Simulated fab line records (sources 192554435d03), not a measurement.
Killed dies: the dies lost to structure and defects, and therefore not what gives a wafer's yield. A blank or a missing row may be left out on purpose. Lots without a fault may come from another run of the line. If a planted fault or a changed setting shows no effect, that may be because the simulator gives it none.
Split-lot trial + flow n5Finfet + 21 wafers read from 7 lots, route of 1938 steps

THE SPLIT
At N5_BEOL_M6_ETCH_66 (etches SOC in N2/H2, target depth 80 nm, overetch 16 nm, time 120 s), the setting biasW was moved away from the recipe's 150 W on 8 of the 21 wafers read, by -13.8% to -10.7%. All remaining wafers had this setting at the recipe value.

The split's own step is where the reading is taken.

THE READING
rfVppV, in V, at N5_BEOL_M6_ETCH_66 (etches SOC in N2/H2, target depth 80 nm, overetch 16 nm, time 120 s). Fault-free wafers of this fab line usually give 524.1 V, standard deviation 2.6 V.

| wafer  | tool, chamber at the split | biasW as run, W | against the recipe | rfVppV, V | against lot-mates on the recipe |
|--------|----------------------------|-----------------|--------------------|-----------|---------------------------------|
| L077.2 | rieDiel-04, 2              | 150             | recipe             | 523.4     | -                               |
| L077.4 | rieDiel-04, 2              | 130.7           | -12.9%             | 479.1     | -44.3                           |
| L077.5 | rieDiel-04, 3              | 130.7           | -12.9%             | 479.1     | -44.3                           |
| L078.1 | rieDiel-03, 0              | 134             | -10.7%             | 488.6     | -40.3                           |
| L078.2 | rieDiel-03, 1              | 134             | -10.7%             | 488.3     | -40.6                           |
| L078.3 | rieDiel-03, 2              | 150             | recipe             | 528.9     | -                               |
| L079.2 | rieDiel-01, 1              | 129.3           | -13.8%             | 473.7     | -47.7                           |
| L079.3 | rieDiel-01, 3              | 129.3           | -13.8%             | 474.5     | -46.9                           |
| L079.6 | rieDiel-01, 3              | 150             | recipe             | 521.4     | -                               |
| L081.3 | rieDiel-01, 0              | 150             | recipe             | 527.9     | -                               |
| L081.5 | rieDiel-01, 3              | 130.2           | -13.2%             | 477.2     | -50.7                           |
| L081.6 | rieDiel-01, 0              | 130.2           | -13.2%             | 479.9     | -48.0                           |
| L093.1 | rieDiel-04, 3              | 150             | recipe             | 523.4     | -                               |
| L093.3 | rieDiel-04, 0              | 150             | recipe             | 523.0     | -                               |
| L093.5 | rieDiel-04, 1              | 150             | recipe             | 530.2     | -                               |
| L095.1 | rieDiel-04, 1              | 150             | recipe             | 527.4     | -                               |
| L095.2 | rieDiel-04, 2              | 150             | recipe             | 523.1     | -                               |
| L095.5 | rieDiel-04, 0              | 150             | recipe             | 522.6     | -                               |
| L096.1 | rieDiel-01, 1              | 150             | recipe             | 527.9     | -                               |
| L096.2 | rieDiel-01, 3              | 150             | recipe             | 519.9     | -                               |
| L096.5 | rieDiel-01, 2              | 150             | recipe             | 520.7     | -                               |

THE FIT
A straight line over all 21 wafers: rfVppV changes by +3.54 V for each +1% of biasW; r = +0.99; the points scatter about the line by 2.8 V.
The same after taking each lot's own level away (the mean of its wafers on the recipe; 21 wafers): +3.57 V for each +1%; r = +0.99; scatter 2.5 V.
Per that fit: largest biasW move, reading shift of 49 V.
Measured against the standard deviation above, the lots' own levels, which go from 521.40 to 528.90 V, span 2.9 times it.
Hence the lot-to-lot level has little effect on the slope; both slopes agree.
Check: -49.7 V against its lot-mates is what the line predicts for one of the wafers moved furthest among these (-13.8%) when that wafer is left out of the fit. It came out at -47.7 V against them.
Tool readings at the split's step, against how far the setting was moved: rfVppV r = +0.99.

OTHER SPLITS APPLIED TO THESE WAFERS
Note: prior to the reading, these wafers also went through further splits. Each is held against what the fit with the lots' levels taken away leaves over:
| other split on the same wafers | wafers away from the commonest value | r with rfVppV (lot level and that fit taken away) |
|--------------------------------|--------------------------------------|---------------------------------------------------|
| N5_BEOL_M5_COAT_66 spinRpm     | 5                                    | +0.13                                             |
| N5_BEOL_M6_COAT_22 spinRpm     | 10                                   | -0.16                                             |
| N5_BEOL_M6_EXPOSE_25 doseMj    | 9                                    | +0.12                                             |

THE WHOLE CHAIN: every reading that the file lists as answering this split, in the file's order
| step               | what it does                                                        | reading                                                                         | change (the file's fit)                | r (the file's) |
|--------------------|---------------------------------------------------------------------|---------------------------------------------------------------------------------|----------------------------------------|----------------|
| N5_BEOL_M6_ETCH_66 | etches SOC in N2/H2, target depth 80 nm, overetch 16 nm, time 120 s | rfVppV                                                                          | +3.58 V for each +1% of the setting    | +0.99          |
| N5_BEOL_M6_ETCH_66 | etches SOC in N2/H2, target depth 80 nm, overetch 16 nm, time 120 s | SiARC_of_BEOL_M6_COAT_64.thkNm (the simulator's own value, which no gauge read) | -0.0765 nm for each +1% of the setting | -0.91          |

THE FILE'S OWN FIT
rfVppV changes by +3.58 V for each +1% of biasW, r = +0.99.
